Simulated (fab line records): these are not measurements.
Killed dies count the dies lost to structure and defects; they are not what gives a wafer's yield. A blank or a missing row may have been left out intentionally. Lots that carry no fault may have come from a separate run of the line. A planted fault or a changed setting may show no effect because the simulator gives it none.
Which of the tools did it?    flow nand_harc    14 lots with 42 wafers sampled at 5 steps, on a route of 1159 steps

== WHAT EACH GAUGE READ, for each wafer ==
NHARC_A_START_INSPECT_01.
lot   measured      on                 raw_defect_count
L214  day 6 20:50   defect_inspect-02  8 3 4
L213  day 6 21:28   defect_inspect-02  2 2 1
L216  day 7 06:22   defect_inspect-01  4 3 5
L219  day 8 06:24   defect_inspect-02  3 4 3
L221  day 8 10:04   defect_inspect-01  5 1 1
L223  day 9 00:38   defect_inspect-01  4 3 0
L222  day 9 01:19   defect_inspect-01  5 3 1
L225  day 9 19:38   defect_inspect-02  5 4 3
L226  day 10 09:02  defect_inspect-02  2 4 4
L227  day 10 12:47  defect_inspect-02  2 3 5
L228  day 10 15:01  defect_inspect-02  2 2 1
L229  day 10 17:20  defect_inspect-02  4 3 2
L232  day 11 11:14  defect_inspect-01  3 1 7
L233  day 11 16:50  defect_inspect-02  3 1 5

NHARC_A_ONON_D1_THK_MEAS_02: measures by ellipsometry.
lot   measured      on             thk_nm (nm)
L214  day 7 19:54   film_metro-02  991 988 987
L213  day 7 19:54   film_metro-01  1014 1015 1013
L216  day 8 04:09   film_metro-02  1000 1002 999
L219  day 9 06:12   film_metro-02  995 998 998
L221  day 9 09:19   film_metro-02  1015 1015 1015
L223  day 10 00:10  film_metro-01  1507 1508 1506
L222  day 10 00:10  film_metro-02  1014 1012 1014
L225  day 10 19:09  film_metro-01  1499 1498 1498
L226  day 11 11:07  film_metro-01  995 997 995
L227  day 11 11:07  film_metro-02  1004 1001 1002
L228  day 11 14:31  film_metro-01  997 995 996
L229  day 11 14:32  film_metro-02  999 1001 1000
L232  day 12 10:58  film_metro-01  989 991 990
L233  day 12 18:13  film_metro-02  1005 1005 1003

NHARC_END_SORT_01.
lot   measured      on         killed_at_array  killed_at_other  killed_at_periphery  killed_dies  killed_open  killed_short
L223  day 22 04:41  prober-01  671 671 671      1 1 0            5 5 6                677 677 677  2 6 2        6 0 6
L225  day 22 12:20  prober-02  676 677 676      0 0 0            1 0 1                677 677 677  2 0 2        3 2 0

== TOOL THAT RAN EACH LOT (tool first, then ch and the chambers of the sampled wafers, then the start) ==
lot   NHARC_A_ZERO_WELL_ETCH_13         NHARC_A_ONON_D1_DEP_00
L214  rie_si-05 ch 0,3, day 6 21:54     pecvd_onon-01 ch 0, day 7 19:23
L213  rie_si-03 ch 0,1,2, day 6 22:33   pecvd_onon-02 ch 0, day 7 19:27
L216  rie_si-03 ch 0,1,2, day 7 07:35   pecvd_onon-01 ch 0, day 8 03:41
L219  rie_si-05 ch 0,2,3, day 8 07:38   pecvd_onon-03 ch 0, day 9 05:41
L221  rie_si-03 ch 1,3, day 8 11:20     pecvd_onon-03 ch 0, day 9 08:55
L223  rie_si-03 ch 0,1,2, day 9 01:51   pecvd_onon-01 ch 0, day 9 23:40
L222  rie_si-05 ch 0,1,3, day 9 02:32   pecvd_onon-02 ch 0, day 9 23:43
L225  rie_si-03 ch 1,2,3, day 9 20:44   pecvd_onon-01 ch 0, day 10 18:38
L226  rie_si-02 ch 1,2,3, day 10 10:17  pecvd_onon-02 ch 0, day 11 10:40
L227  rie_si-03 ch 1,3, day 10 14:03    pecvd_onon-03 ch 0, day 11 10:36
L228  rie_si-05 ch 0,1,3, day 10 16:13  pecvd_onon-02 ch 0, day 11 14:01
L229  rie_si-03 ch 0,1,2, day 10 18:32  pecvd_onon-03 ch 0, day 11 14:02
L232  rie_si-02 ch 0,1,2, day 11 12:28  pecvd_onon-02 ch 0, day 12 10:28
L233  rie_si-05 ch 0,2,3, day 11 18:01  pecvd_onon-03 ch 0, day 12 17:45
- NHARC_A_ZERO_WELL_ETCH_13: etches the open film in HBr/Cl2, target depth 120 nm, time 40.1 s.
- NHARC_A_ONON_D1_DEP_00: target thk 1000 nm.

== AS READ BY THE TOOLS THEMSELVES (means over the sampled wafers that have a number; for cases with no such wafer, the mark the record gives instead) ==
NHARC_A_ZERO_WELL_ETCH_13.
lot   tool       drypump_motor_current_A (A)  he_backside_leak_sccm (sccm)  oes_product_au (a.u.)  throttle_valve_pct (%)
L214  rie_si-05  5.6                          2.8                           0.998                  26.401
L213  rie_si-03  6.1                          2.6                           0.997                  26.415
L216  rie_si-03  6.2                          2.7                           0.999                  26.404
L219  rie_si-05  5.5                          2.8                           0.995                  26.407
L221  rie_si-03  6.0                          2.4                           1.000                  26.409
L223  rie_si-03  6.2                          2.6                           1.002                  26.416
L222  rie_si-05  5.8                          2.6                           1.001                  26.410
L225  rie_si-03  6.0                          2.4                           0.989                  26.407
L226  rie_si-02  5.7                          2.5                           0.993                  26.393
L227  rie_si-03  5.9                          2.5                           1.003                  26.412
L228  rie_si-05  5.8                          2.7                           0.999                  26.410
L229  rie_si-03  6.2                          2.6                           1.000                  26.396
L232  rie_si-02  5.9                          2.7                           1.002                  26.401
L233  rie_si-05  5.5                          2.7                           1.007                  26.390

== THE ANSWER, worked out from the rows above alone ==
Rule: the lots themselves supply what counts as usual. Put in order of their means at a reading, lots are off if they are a third of the lots or fewer, leave a main group of 4 or more, and stand apart from it by a gap of 3 or more times the standard deviation of the main group's means; of several such gaps the widest counts. Not used: any main group whose means are identical at the precision the tables above print for the reading. Also off: a lot with no number at a reading for which 4 or more lots have one. All remaining lots with rows at the step are treated as sound. The gauges are gone through in route order, then the tools' own readings, and for those a lot's mean is taken as printed above. At the first step where some lot is off, the reading lying furthest off is the one used; lots without a number count as furthest.
Off at NHARC_A_ONON_D1_THK_MEAS_02 (thk_nm): L223, L225. Mean 1001 nm and standard deviation 8.5 in the main group.
A tool fits if, at a process step before that reading, it ran every lot that is off, and no sound lot after the first of them. Those tools and the gauges at NHARC_A_ONON_D1_THK_MEAS_02 are tried in the same way. One fits: pecvd_onon-01 at NHARC_A_ONON_D1_DEP_00. A fault onset in the window from L216 (day 8 03:41, its last sound lot) to L223 (day 9 23:40, its first lot off) fits.

== WHAT HAD BEEN PUT IN BY THE SIMULATOR ==
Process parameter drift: pecvd_onon-01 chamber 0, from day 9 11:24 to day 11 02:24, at NHARC_A_ONON_D1_DEP_00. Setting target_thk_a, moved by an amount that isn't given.
Lots struck among those shown: L223, L225. This agrees with what the rule above found.
